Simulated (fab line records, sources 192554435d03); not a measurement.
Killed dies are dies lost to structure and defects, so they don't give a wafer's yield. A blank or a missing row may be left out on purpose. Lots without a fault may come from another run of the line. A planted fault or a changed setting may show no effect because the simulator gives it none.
Which tool did it? | flow n5_finfet | 24 lots, 72 wafers sampled, at 6 steps of a route of 1938

WHAT THE GAUGES READ, wafer by wafer
The record holds no reading of a measuring or inspecting step that can be judged against a usual standard deviation.

WHICH TOOL RAN EACH LOT (tool, then ch and the chambers of the sampled wafers, then the start)
lot  | N5_BEOL_M3_SPUTTER_88        | N5_BEOL_M3_PRE_CLEAN_60          | N5_BEOL_M4_ETCH_70                 | N5_BEOL_M4_PRE_CLEAN_45      | N5_BEOL_M4_SURFACE_TREAT_85  | N5_BEOL_M4_ANNEAL_80
L074 | pvd_sputter-02, day 7 03:11  | cvd_co-02 ch 1,2, day 7 05:19    | rie_diel-06 ch 0,2, day 7 10:50    | pvd_sputter-01, day 7 11:39  | pvd_sputter-01, day 7 12:04  | pvd_sputter-01, day 7 12:37
L076 | pvd_sputter-02, day 7 13:38  | cvd_co-02 ch 1,2, day 7 15:22    | rie_diel-03 ch 0,1,3, day 7 19:28  | pvd_sputter-02, day 7 20:04  | pvd_sputter-02, day 7 20:21  | pvd_sputter-01, day 7 21:27
L075 | pvd_sputter-02, day 7 15:47  | cvd_co-01 ch 0,2, day 7 17:38    | rie_diel-03 ch 0,1, day 7 22:26    | pvd_sputter-03, day 7 23:18  | pvd_sputter-03, day 7 23:40  | pvd_sputter-03, day 8 00:23
L077 | pvd_sputter-03, day 8 14:57  | cvd_co-02 ch 0,1,2, day 8 16:39  | rie_diel-03 ch 2,3, day 8 20:17    | pvd_sputter-01, day 8 20:53  | pvd_sputter-01, day 8 21:22  | pvd_sputter-03, day 8 21:54
L079 | pvd_sputter-01, day 8 18:59  | cvd_co-01 ch 1,2, day 8 20:44    | rie_diel-03 ch 0,1, day 8 23:26    | pvd_sputter-02, day 9 00:28  | pvd_sputter-01, day 9 00:48  | pvd_sputter-02, day 9 01:24
L078 | pvd_sputter-03, day 8 19:26  | cvd_co-02 ch 1,2, day 8 21:14    | rie_diel-06 ch 0,3, day 9 02:24    | pvd_sputter-02, day 9 03:31  | pvd_sputter-01, day 9 03:52  | pvd_sputter-01, day 9 04:30
L080 | pvd_sputter-02, day 8 22:36  | cvd_co-01 ch 0,1, day 9 00:19    | rie_diel-06 ch 0,1,2, day 9 05:47  | pvd_sputter-03, day 9 06:32  | pvd_sputter-03, day 9 07:02  | pvd_sputter-01, day 9 09:11
L081 | pvd_sputter-03, day 9 01:06  | cvd_co-02 ch 0,1, day 9 02:48    | rie_diel-03 ch 0,2,3, day 9 05:34  | pvd_sputter-02, day 9 06:24  | pvd_sputter-02, day 9 06:43  | pvd_sputter-01, day 9 07:16
L082 | pvd_sputter-01, day 9 01:53  | cvd_co-02 ch 0,2, day 9 03:35    | rie_diel-03 ch 1,2,3, day 9 06:02  | pvd_sputter-03, day 9 06:38  | pvd_sputter-02, day 9 07:18  | pvd_sputter-02, day 9 09:29
L083 | pvd_sputter-03, day 9 04:59  | cvd_co-01 ch 0,2, day 9 06:41    | rie_diel-06 ch 0,1,3, day 9 18:16  | pvd_sputter-02, day 9 19:10  | pvd_sputter-03, day 9 21:23  | pvd_sputter-03, day 9 22:01
L084 | pvd_sputter-02, day 9 08:13  | cvd_co-02 ch 0,1,2, day 9 10:23  | rie_diel-06 ch 0,1,3, day 10 01:02 | pvd_sputter-03, day 10 01:38 | pvd_sputter-03, day 10 02:22 | pvd_sputter-03, day 10 02:56
L085 | pvd_sputter-02, day 10 04:10 | cvd_co-02 ch 0,1,2, day 10 06:08 | rie_diel-06 ch 1,2,3, day 10 10:41 | pvd_sputter-03, day 10 11:38 | pvd_sputter-03, day 10 12:12 | pvd_sputter-02, day 10 12:59
L086 | pvd_sputter-01, day 10 14:56 | cvd_co-01 ch 0,1, day 10 16:46   | rie_diel-05 ch 0,1,2, day 10 21:31 | pvd_sputter-03, day 10 22:46 | pvd_sputter-01, day 10 23:04 | pvd_sputter-03, day 10 23:35
L087 | pvd_sputter-03, day 10 17:55 | cvd_co-01 ch 1,2, day 10 19:37   | rie_diel-03 ch 1,2,3, day 11 02:53 | pvd_sputter-02, day 11 03:41 | pvd_sputter-01, day 11 04:01 | pvd_sputter-01, day 11 04:34
L088 | pvd_sputter-01, day 10 17:55 | cvd_co-02 ch 0,1, day 10 19:38   | rie_diel-06 ch 1,2,3, day 10 23:28 | pvd_sputter-01, day 11 01:09 | pvd_sputter-03, day 11 01:26 | pvd_sputter-01, day 11 02:03
L089 | pvd_sputter-02, day 11 04:44 | cvd_co-01 ch 1,2, day 11 06:26   | rie_diel-03 ch 0,2,3, day 11 17:29 | pvd_sputter-03, day 11 18:13 | pvd_sputter-03, day 11 18:49 | pvd_sputter-02, day 11 19:22
L090 | pvd_sputter-03, day 11 05:20 | cvd_co-02 ch 0,1,2, day 11 07:13 | rie_diel-03 ch 0,1,2, day 11 17:57 | pvd_sputter-03, day 11 18:33 | pvd_sputter-02, day 11 18:59 | pvd_sputter-03, day 11 19:57
L091 | pvd_sputter-02, day 11 06:39 | cvd_co-02 ch 1,2, day 11 08:22   | rie_diel-03 ch 1,2,3, day 11 19:38 | pvd_sputter-01, day 11 20:41 | pvd_sputter-02, day 11 20:59 | pvd_sputter-02, day 11 21:31
L092 | pvd_sputter-02, day 11 16:32 | cvd_co-01 ch 0,1, day 11 18:16   | rie_diel-05 ch 0,2,3, day 11 22:59 | pvd_sputter-02, day 11 23:38 | pvd_sputter-02, day 11 23:55 | pvd_sputter-02, day 12 00:44
L093 | pvd_sputter-03, day 11 22:46 | cvd_co-02 ch 1,2, day 12 00:29   | rie_diel-05 ch 0,1,2, day 12 05:04 | pvd_sputter-02, day 12 05:59 | pvd_sputter-03, day 12 06:17 | pvd_sputter-03, day 12 07:02
L094 | pvd_sputter-02, day 12 07:40 | cvd_co-01 ch 0,1,2, day 12 09:32 | rie_diel-06 ch 1,2, day 12 13:49   | pvd_sputter-01, day 12 14:46 | pvd_sputter-03, day 12 15:34 | pvd_sputter-03, day 12 16:19
L095 | pvd_sputter-01, day 12 15:52 | cvd_co-02 ch 0,1,2, day 12 17:40 | rie_diel-03 ch 0,1, day 12 22:10   | pvd_sputter-03, day 12 22:52 | pvd_sputter-02, day 12 23:12 | pvd_sputter-01, day 12 23:43
L096 | pvd_sputter-01, day 12 21:07 | cvd_co-02 ch 0,2, day 12 23:05   | rie_diel-06 ch 0,2, day 13 14:47   | pvd_sputter-03, day 13 15:25 | pvd_sputter-03, day 13 15:44 | pvd_sputter-01, day 13 16:19
L097 | pvd_sputter-03, day 13 00:53 | cvd_co-02 ch 0,1,2, day 13 02:37 | rie_diel-06 ch 0,1,2, day 13 18:07 | pvd_sputter-03, day 13 19:11 | pvd_sputter-03, day 13 19:31 | pvd_sputter-02, day 13 20:03
- N5_BEOL_M3_SPUTTER_88: material Cu, target thk 4.5 nm, time 8.29 s.
- N5_BEOL_M3_PRE_CLEAN_60: time 15 s.
- N5_BEOL_M4_ETCH_70: etches SOC in N2/H2, target depth 80 nm, overetch 24 nm, time 130 s.
- N5_BEOL_M4_PRE_CLEAN_45: time 30 s.
- N5_BEOL_M4_SURFACE_TREAT_85
- N5_BEOL_M4_ANNEAL_80: time 240 s.

WHAT THE TOOLS THEMSELVES READ (means of the sampled wafers that have a number; where no wafer has one, the mark that the record gives instead)
N5_BEOL_M3_SPUTTER_88.
lot  | tool           | chuck_gas_flow_sccm (sccm) | throttle_valve_pct (%)
L074 | pvd_sputter-02 | 1.24                       | 30.7
L076 | pvd_sputter-02 | 1.25                       | 30.3
L075 | pvd_sputter-02 | 1.28                       | 30.5
L077 | pvd_sputter-03 | 1.25                       | 29.7
L079 | pvd_sputter-01 | 1.27                       | 30.5
L078 | pvd_sputter-03 | 1.25                       | 30.0
L080 | pvd_sputter-02 | 1.32                       | 30.1
L081 | pvd_sputter-03 | 1.26                       | 29.2
L082 | pvd_sputter-01 | 1.24                       | 31.2
L083 | pvd_sputter-03 | 1.24                       | 29.4
L084 | pvd_sputter-02 | 1.22                       | 30.5
L085 | pvd_sputter-02 | 1.24                       | 30.1
L086 | pvd_sputter-01 | 1.26                       | 31.1
L087 | pvd_sputter-03 | 1.27                       | 30.4
L088 | pvd_sputter-01 | 1.27                       | 30.0
L089 | pvd_sputter-02 | 1.27                       | 31.2
L090 | pvd_sputter-03 | 1.29                       | 30.1
L091 | pvd_sputter-02 | 1.26                       | 30.7
L092 | pvd_sputter-02 | 1.20                       | 30.3
L093 | pvd_sputter-03 | 1.25                       | 30.1
L094 | pvd_sputter-02 | 1.28                       | 29.3
L095 | pvd_sputter-01 | 1.27                       | 30.2
L096 | pvd_sputter-01 | 1.25                       | 30.4
L097 | pvd_sputter-03 | 1.25                       | 30.6

N5_BEOL_M3_PRE_CLEAN_60.
lot  | tool      | heater_power_w (W) | rf_fwd_power_W (W)
L074 | cvd_co-02 | 79                 | 295.4
L076 | cvd_co-02 | 84                 | 296.5
L075 | cvd_co-01 | 77                 | 296.2
L077 | cvd_co-02 | 83                 | 296.9
L079 | cvd_co-01 | 75                 | 297.4
L078 | cvd_co-02 | 85                 | 295.7
L080 | cvd_co-01 | 82                 | 296.8
L081 | cvd_co-02 | 79                 | 297.0
L082 | cvd_co-02 | 88                 | 296.0
L083 | cvd_co-01 | 84                 | 297.0
L084 | cvd_co-02 | 83                 | 296.4
L085 | cvd_co-02 | 84                 | 295.3
L086 | cvd_co-01 | 82                 | 296.8
L087 | cvd_co-01 | 74                 | 297.8
L088 | cvd_co-02 | 79                 | 297.5
L089 | cvd_co-01 | 74                 | 297.2
L090 | cvd_co-02 | 83                 | 297.6
L091 | cvd_co-02 | 85                 | 295.4
L092 | cvd_co-01 | 83                 | 295.8
L093 | cvd_co-02 | 81                 | 296.5
L094 | cvd_co-01 | 80                 | 297.3
L095 | cvd_co-02 | 83                 | 297.2
L096 | cvd_co-02 | 88                 | 294.8
L097 | cvd_co-02 | 84                 | 296.9

N5_BEOL_M4_ETCH_70.
lot  | tool        | drypump_motor_current_A (A) | oes_product_au (a.u.) | rf_fwd_power_W (W) | rf_vpp_V (V) | showerhead_plenum_p_Torr (Torr) | throttle_valve_pct (%)
L074 | rie_diel-06 | 5.5                         | 0.51                  | 835.4              | 521.0        | 2.47                            | 17.91
L076 | rie_diel-03 | 5.7                         | 0.66                  | 835.6              | 523.3        | 2.51                            | 17.72
L075 | rie_diel-03 | 5.6                         | 0.68                  | 835.9              | 524.4        | 2.56                            | 17.77
L077 | rie_diel-03 | 6.0                         | 0.57                  | 835.5              | 521.2        | 2.45                            | 17.88
L079 | rie_diel-03 | 5.6                         | 0.66                  | 836.7              | 523.5        | 2.55                            | 17.79
L078 | rie_diel-06 | 5.5                         | 0.52                  | 836.3              | 524.0        | 2.54                            | 17.94
L080 | rie_diel-06 | 5.3                         | 0.59                  | 836.3              | 525.4        | 2.62                            | 17.65
L081 | rie_diel-03 | 6.0                         | 0.59                  | 836.1              | 521.1        | 2.46                            | 17.80
L082 | rie_diel-03 | 5.7                         | 0.62                  | 836.1              | 522.7        | 2.51                            | 17.85
L083 | rie_diel-06 | 5.6                         | 0.53                  | 833.3              | 523.1        | 2.51                            | 17.73
L084 | rie_diel-06 | 5.6                         | 0.53                  | 834.5              | 523.6        | 2.51                            | 17.74
L085 | rie_diel-06 | 5.8                         | 0.58                  | 835.7              | 524.5        | 2.55                            | 17.56
L086 | rie_diel-05 | 5.5                         | 0.53                  | 839.1              | 524.4        | 2.55                            | 17.76
L087 | rie_diel-03 | 5.7                         | 0.61                  | 834.4              | 522.2        | 2.50                            | 17.88
L088 | rie_diel-06 | 5.8                         | 0.58                  | 836.7              | 523.4        | 2.55                            | 17.57
L089 | rie_diel-03 | 6.0                         | 0.57                  | 836.8              | 520.9        | 2.45                            | 17.83
L090 | rie_diel-03 | 5.9                         | 0.59                  | 834.6              | 523.1        | 2.49                            | 17.87
L091 | rie_diel-03 | 5.7                         | 0.59                  | 838.2              | 522.1        | 2.50                            | 17.88
L092 | rie_diel-05 | 5.5                         | 0.55                  | 836.3              | 524.8        | 2.53                            | 17.75
L093 | rie_diel-05 | 5.5                         | 0.52                  | 836.8              | 524.5        | 2.54                            | 17.79
L094 | rie_diel-06 | 5.5                         | 0.58                  | 836.0              | 524.4        | 2.58                            | 17.49
L095 | rie_diel-03 | 5.6                         | 0.61                  | 834.4              | 523.3        | 2.54                            | 17.85
L096 | rie_diel-06 | 5.5                         | 0.65                  | 834.5              | 527.7        | 2.66                            | 17.59
L097 | rie_diel-06 | 5.3                         | 0.62                  | 834.3              | 526.0        | 2.60                            | 17.55

N5_BEOL_M4_PRE_CLEAN_45.
lot  | tool           | heater_power_w (W)
L074 | pvd_sputter-01 | 371
L076 | pvd_sputter-02 | 359
L075 | pvd_sputter-03 | 349
L077 | pvd_sputter-01 | 397
L079 | pvd_sputter-02 | 366
L078 | pvd_sputter-02 | 371
L080 | pvd_sputter-03 | 306
L081 | pvd_sputter-02 | 416
L082 | pvd_sputter-03 | 329
L083 | pvd_sputter-02 | 345
L084 | pvd_sputter-03 | 347
L085 | pvd_sputter-03 | 321
L086 | pvd_sputter-03 | 365
L087 | pvd_sputter-02 | 372
L088 | pvd_sputter-01 | 375
L089 | pvd_sputter-03 | 319
L090 | pvd_sputter-03 | 358
L091 | pvd_sputter-01 | 392
L092 | pvd_sputter-02 | 381
L093 | pvd_sputter-02 | 340
L094 | pvd_sputter-01 | 418
L095 | pvd_sputter-03 | 333
L096 | pvd_sputter-03 | 359
L097 | pvd_sputter-03 | 360

N5_BEOL_M4_ANNEAL_80.
lot  | tool           | heater_power_w (W)
L074 | pvd_sputter-01 | 1055
L076 | pvd_sputter-01 | 916
L075 | pvd_sputter-03 | 858
L077 | pvd_sputter-03 | 726
L079 | pvd_sputter-02 | 818
L078 | pvd_sputter-01 | 910
L080 | pvd_sputter-01 | 911
L081 | pvd_sputter-01 | 975
L082 | pvd_sputter-02 | 958
L083 | pvd_sputter-03 | 902
L084 | pvd_sputter-03 | 898
L085 | pvd_sputter-02 | 965
L086 | pvd_sputter-03 | 809
L087 | pvd_sputter-01 | 957
L088 | pvd_sputter-01 | 1013
L089 | pvd_sputter-02 | 901
L090 | pvd_sputter-03 | 904
L091 | pvd_sputter-02 | 905
L092 | pvd_sputter-02 | 938
L093 | pvd_sputter-03 | 883
L094 | pvd_sputter-03 | 901
L095 | pvd_sputter-01 | 923
L096 | pvd_sputter-01 | 992
L097 | pvd_sputter-02 | 995

THE ANSWER, worked out from the rows above alone
Rule: what is usual is taken from the lots themselves. Put in order of their means at a reading, lots are off if they are a third of the lots or fewer, leave a main group of 4 or more, and stand apart from it by a gap of 3 or more times the standard deviation of the main group's means; of several such gaps the widest counts. A main group whose means are all the same, to the digits that the tables above print for the reading, isn't used. A lot without any number at a reading at which 4 lots or more have one is off too. The other lots that the step has rows for count as sound. The gauges are gone through in route order, then the tools' own readings, and for those a lot's mean is taken as printed above. The first step at which some lot is off is used, and at that step the reading that is off furthest; a lot without a number counts as furthest.
No lot is off at any reading shown: from this, nothing can be told.

WHAT THE SIMULATOR HAD PUT IN
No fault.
